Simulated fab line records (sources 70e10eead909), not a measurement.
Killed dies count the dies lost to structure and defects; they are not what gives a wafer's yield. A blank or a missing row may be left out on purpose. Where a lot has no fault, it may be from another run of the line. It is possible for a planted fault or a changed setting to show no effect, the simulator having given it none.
Which tool was responsible? / flow nandHarc / Sampling: 6 lots, 18 wafers, 4 of 1302 route steps

== WHAT THE GAUGES SHOWED, per wafer ==
NHARC_END_SORT_01.
lot=L144; measured=day 26 23:50; on=prober-02; killedDies=79 72 72
lot=L145; measured=day 27 23:05; on=prober-01; killedDies=51 64 64
lot=L150; measured=day 29 06:17; on=prober-02; killedDies=677 677 677
lot=L157; measured=day 32 21:14; on=prober-01; killedDies=87 69 85
lot=L158; measured=day 34 14:02; on=prober-02; killedDies=48 49 46
lot=L161; measured=day 34 14:47; on=prober-01; killedDies=76 65 68

== TOOL THAT RAN EACH LOT (tool first, then ch and the chambers of the sampled wafers, then the start) ==
lot=L144; NHARC_A_SLIT_DEP_00=aclDep-03 ch 0, day 22 05:24; NHARC_A_SLIT_DESCUM_14=rieDiel-08 ch 0,1,2, day 22 08:49; NHARC_A_SLIT_ETCH_24=rieDiel-08 ch 1,2, day 22 08:53
lot=L145; NHARC_A_SLIT_DEP_00=aclDep-02 ch 0, day 23 00:38; NHARC_A_SLIT_DESCUM_14=rieDiel-08 ch 1,2,3, day 23 05:22; NHARC_A_SLIT_ETCH_24=rieDiel-08 ch 0,3, day 23 05:26
lot=L150; NHARC_A_SLIT_DEP_00=aclDep-02 ch 0, day 24 03:24; NHARC_A_SLIT_DESCUM_14=rieDiel-03 ch 0,3, day 24 07:26; NHARC_A_SLIT_ETCH_24=rieDiel-03 ch 0,1,3, day 24 07:31
lot=L157; NHARC_A_SLIT_DEP_00=aclDep-01 ch 0, day 27 12:29; NHARC_A_SLIT_DESCUM_14=rieDiel-01 ch 0,1,3, day 27 16:34; NHARC_A_SLIT_ETCH_24=rieDiel-01 ch 1,2,3, day 27 16:40
lot=L158; NHARC_A_SLIT_DEP_00=aclDep-02 ch 0, day 29 05:17; NHARC_A_SLIT_DESCUM_14=rieDiel-03 ch 0,1,3, day 29 10:41; NHARC_A_SLIT_ETCH_24=rieDiel-03 ch 0,2,3, day 29 10:46
lot=L161; NHARC_A_SLIT_DEP_00=aclDep-01 ch 0, day 29 12:40; NHARC_A_SLIT_DESCUM_14=rieDiel-03 ch 0,1,3, day 29 16:37; NHARC_A_SLIT_ETCH_24=rieDiel-03 ch 0,3, day 29 16:41
- NHARC_A_SLIT_DEP_00: deposits aC, target thk 6200 nm.
- NHARC_A_SLIT_DESCUM_14: chemistry O2, time 3 s.
- NHARC_A_SLIT_ETCH_24: etches the open film in CF4/CHF3, target depth 121 nm, time 60.5 s.

== THE ANSWER, worked out from the rows above alone ==
Rule: the usual values come from the lots themselves. The widest of any qualifying gaps counts: lots, ordered by their means at a reading, are off when they make up no more than a third of the lots, leave a main group of 4 or more, and stand apart from it by 3 or more times the standard deviation of that group's means. The tables above print the reading to a certain number of digits; a main group whose means all agree to those digits is not used. A lot without any number at a reading at which 4 lots or more have one is off too. Where the step has rows for the other lots, those lots are counted as sound.
Off at NHARC_END_SORT_01 (killedDies): L150. For the main group the mean is 66 and the standard deviation 12.
If a tool, at a process step before that reading, ran all the lots that are off and no sound lot after the first of them, it fits. Those tools and the gauges at NHARC_END_SORT_01 are tried in the same way. None of those tried fits.

== WHAT THE SIMULATOR HAD PUT IN ==
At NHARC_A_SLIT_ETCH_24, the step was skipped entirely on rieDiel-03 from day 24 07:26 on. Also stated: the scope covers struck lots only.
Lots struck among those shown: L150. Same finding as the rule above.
